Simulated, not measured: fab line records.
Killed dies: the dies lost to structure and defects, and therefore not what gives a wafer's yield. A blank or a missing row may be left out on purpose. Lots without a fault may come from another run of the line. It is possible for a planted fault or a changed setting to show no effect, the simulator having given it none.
Split-lot study -- flow n5_finfet -- route with 1938 steps; 7 lots, 39 wafers read

== THE SPLIT ==
At N5_DUMMY_GATE_HM_DEP_06 (deposits SiNx from DCS/NH3, target thk 80 nm, time 5141 s), the setting target_thk_a was moved away from the recipe's 800 angstrom on 30 of the 39 wafers read, by -7.1% to +9.5%. All remaining wafers had this setting at the recipe value.

The reading is taken at the split's own step.

== THE READING ==
SiNx_of_DUMMY_GATE_HM_DEP_06.thk_nm (the simulator's own value, which no gauge read), in nm, at N5_DUMMY_GATE_HM_DEP_06 (deposits SiNx from DCS/NH3, target thk 80 nm, time 5141 s). There is no usual value for it anywhere in the file. Here, 9 wafers ran the recipe; their average is 80.6 nm with a standard deviation of 1.1 nm.

wafer,"tool, chamber at the split","target_thk_a as run, angstrom",against the recipe,"SiNx_of_DUMMY_GATE_HM_DEP_06.thk_nm, nm",against lot-mates on the recipe
L075.1,"-, -",743.7,-7.0%,75.6,no lot-mate on the recipe
L075.2,"-, -",743.7,-7.0%,75,no lot-mate on the recipe
L075.4,"-, -",743.7,-7.0%,75,no lot-mate on the recipe
L075.3,"-, -",743.7,-7.0%,75.4,no lot-mate on the recipe
L075.6,"-, -",743.7,-7.0%,75.4,no lot-mate on the recipe
L075.5,"-, -",743.7,-7.0%,75.2,no lot-mate on the recipe
L076.1,"lpcvd-01, 0/15",800,recipe,78.8,-
L076.2,"lpcvd-01, 0/20",800,recipe,79.2,-
L076.5,"lpcvd-01, 0/34",800,recipe,79.4,-
L078.1,"-, -",753.4,-5.8%,74.4,no lot-mate on the recipe
L078.6,"-, -",753.4,-5.8%,74.4,no lot-mate on the recipe
L078.2,"-, -",753.4,-5.8%,75.2,no lot-mate on the recipe
L078.3,"-, -",753.4,-5.8%,74.8,no lot-mate on the recipe
L078.4,"-, -",753.4,-5.8%,74.2,no lot-mate on the recipe
L078.5,"-, -",753.4,-5.8%,73.8,no lot-mate on the recipe
L084.1,"-, -",874.7,+9.3%,88.6,no lot-mate on the recipe
L084.2,"-, -",874.7,+9.3%,87.6,no lot-mate on the recipe
L084.3,"-, -",874.7,+9.3%,87.6,no lot-mate on the recipe
L084.4,"-, -",874.7,+9.3%,87.4,no lot-mate on the recipe
L084.5,"-, -",874.7,+9.3%,87.4,no lot-mate on the recipe
L084.6,"-, -",874.7,+9.3%,88,no lot-mate on the recipe
L088.1,"-, -",800,recipe,81.8,-
L088.2,"-, -",800,recipe,81.2,-
L088.4,"-, -",800,recipe,81.2,-
L088.3,"-, -",800,recipe,81.4,-
L088.5,"-, -",800,recipe,81.6,-
L088.6,"-, -",800,recipe,80.6,-
L091.1,"-, -",743,-7.1%,73.4,no lot-mate on the recipe
L091.2,"-, -",743,-7.1%,73.2,no lot-mate on the recipe
L091.3,"-, -",743,-7.1%,73.6,no lot-mate on the recipe
L091.5,"-, -",743,-7.1%,73.6,no lot-mate on the recipe
L091.4,"-, -",743,-7.1%,74.2,no lot-mate on the recipe
L091.6,"-, -",743,-7.1%,74.4,no lot-mate on the recipe
L097.1,"-, -",876.1,+9.5%,87,no lot-mate on the recipe
L097.2,"-, -",876.1,+9.5%,86.2,no lot-mate on the recipe
L097.3,"-, -",876.1,+9.5%,86.8,no lot-mate on the recipe
L097.4,"-, -",876.1,+9.5%,86.8,no lot-mate on the recipe
L097.5,"-, -",876.1,+9.5%,86.6,no lot-mate on the recipe
L097.6,"-, -",876.1,+9.5%,86.4,no lot-mate on the recipe

FIT RESULTS
A straight line over all 39 wafers: SiNx_of_DUMMY_GATE_HM_DEP_06.thk_nm changes by +0.788 nm for each +1% of target_thk_a; r = +0.99; the points scatter about the line by 0.97 nm.
Too few moved wafers have a lot-mate on the recipe to fit a line with each lot's own level taken away.

== FILE'S OWN FIT ==
SiNx_of_DUMMY_GATE_HM_DEP_06.thk_nm changes by +0.788 nm for each +1% of target_thk_a, r = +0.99.
